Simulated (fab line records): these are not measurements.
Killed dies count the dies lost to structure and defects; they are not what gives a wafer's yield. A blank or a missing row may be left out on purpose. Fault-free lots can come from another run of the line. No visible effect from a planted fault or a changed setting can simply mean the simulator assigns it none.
Matching of chambers || flow n5 finfet || N5_HKMG_FIN_ALD_79 on ald metal-03: 4 sister chambers
The step deposits TiN, target thk 1.5 nm, pulse time 1 s, purge time 3 s. 4 wafers are shown with their chamber, then 12 later ones without.

WAFERS, EACH WITH ITS CHAMBER
{"wafer": "L083.5", "chamber": 1, "heater power w (W)": 853}
{"wafer": "L088.1", "chamber": 3, "heater power w (W)": 872}
{"wafer": "L088.2", "chamber": 0, "heater power w (W)": 851}
{"wafer": "L088.3", "chamber": 2, "heater power w (W)": 906}

WAFERS WITH NO CHAMBER GIVEN
{"wafer": "L088.4", "heater power w (W)": 865}
{"wafer": "L088.5", "heater power w (W)": 913}
{"wafer": "L088.6", "heater power w (W)": 867}
{"wafer": "L090.2", "heater power w (W)": 846}
{"wafer": "L090.4", "heater power w (W)": 857}
{"wafer": "L090.6", "heater power w (W)": 900}
{"wafer": "L097.1", "heater power w (W)": 901}
{"wafer": "L097.2", "heater power w (W)": 878}
{"wafer": "L097.3", "heater power w (W)": 848}
{"wafer": "L097.4", "heater power w (W)": 807}
{"wafer": "L097.5", "heater power w (W)": 844}
{"wafer": "L097.6", "heater power w (W)": 911}

EACH ONE'S CHAMBER
{"wafer": "L088.4", "from the rows above": "can't be placed: 3 or 1 or 0", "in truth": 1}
{"wafer": "L088.5", "from the rows above": 2, "in truth": 2}
{"wafer": "L088.6", "from the rows above": "can't be placed: 3 or 1 or 0", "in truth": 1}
{"wafer": "L090.2", "from the rows above": "can't be placed: 0 or 1 or 3", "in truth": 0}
{"wafer": "L090.4", "from the rows above": "can't be placed: 1 or 0 or 3", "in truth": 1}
{"wafer": "L090.6", "from the rows above": "can't be placed: 2 or 3", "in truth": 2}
{"wafer": "L097.1", "from the rows above": "can't be placed: 2 or 3", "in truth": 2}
{"wafer": "L097.2", "from the rows above": "can't be placed: 3 or 1 or 0 or 2", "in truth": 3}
{"wafer": "L097.3", "from the rows above": "can't be placed: 0 or 1 or 3", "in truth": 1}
{"wafer": "L097.4", "from the rows above": "can't be placed: 0 or 1 or 3", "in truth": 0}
{"wafer": "L097.5", "from the rows above": "can't be placed: 0 or 1 or 3", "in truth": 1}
{"wafer": "L097.6", "from the rows above": 2, "in truth": 2}
Correct placement for 2 of the 12. These rows do not allow placing 10 (true chamber among the candidates in 10). 0 placed wrongly.
How it was worked out, from the rows above alone: a wafer's distance from a chamber is the root of the sum, over the readings, of the square of ((its reading less the chamber's mean) divided by the reading's scatter). The wafer belongs to the nearest chamber; if the next one is less than 2 further off, it can't be placed. A chamber's mean is the mean of its shown wafers. The scatter: with one shown wafer a chamber, the root of the mean of the squares of how far each hidden wafer lies from its nearest shown one.
